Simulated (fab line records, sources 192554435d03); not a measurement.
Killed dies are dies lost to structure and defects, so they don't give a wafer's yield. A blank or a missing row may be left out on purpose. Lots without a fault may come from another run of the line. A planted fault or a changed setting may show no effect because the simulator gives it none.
Chamber matching | flow n5_finfet | N5_BEOL_M9_STRIP_36 on rie_diel-03: 4 sister chambers
The step strips in N2/H2. 4 wafers are shown with their chamber, then 7 later ones without.

WAFERS WITH THEIR CHAMBER
wafer  | chamber | drypump_motor_current_A (A)
L078.5 | 2       | 6.6
L086.5 | 0       | 5.2
L088.1 | 3       | 6.5
L088.2 | 1       | 5.8

WAFERS WITHOUT THEIR CHAMBER
wafer  | drypump_motor_current_A (A)
L088.3 | 5.8
L087.2 | 6.5
L087.3 | 5.8
L087.6 | 6.5
L095.1 | 5.8
L095.2 | 6.5
L095.4 | 5.9

WHICH CHAMBER EACH WENT THROUGH
wafer  | from the rows above | in truth
L088.3 | 1                   | 1
L087.2 | 3                   | 3
L087.3 | 1                   | 1
L087.6 | 3                   | 3
L095.1 | 1                   | 1
L095.2 | 3                   | 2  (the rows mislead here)
L095.4 | 1                   | 1
Placed correctly: 6 of 7. Can't be placed from these rows: 0. Placed wrongly: 1.
How it was worked out, from the rows above alone: a wafer's distance from a chamber is the root of the sum, over the readings, of the square of ((its reading less the chamber's mean) divided by the reading's scatter). The wafer belongs to the nearest chamber; if the next one is less than 2 further off, it can't be placed. A chamber's mean is the mean of its shown wafers. The scatter: with one shown wafer a chamber, the root of the mean of the squares of how far each hidden wafer lies from its nearest shown one.
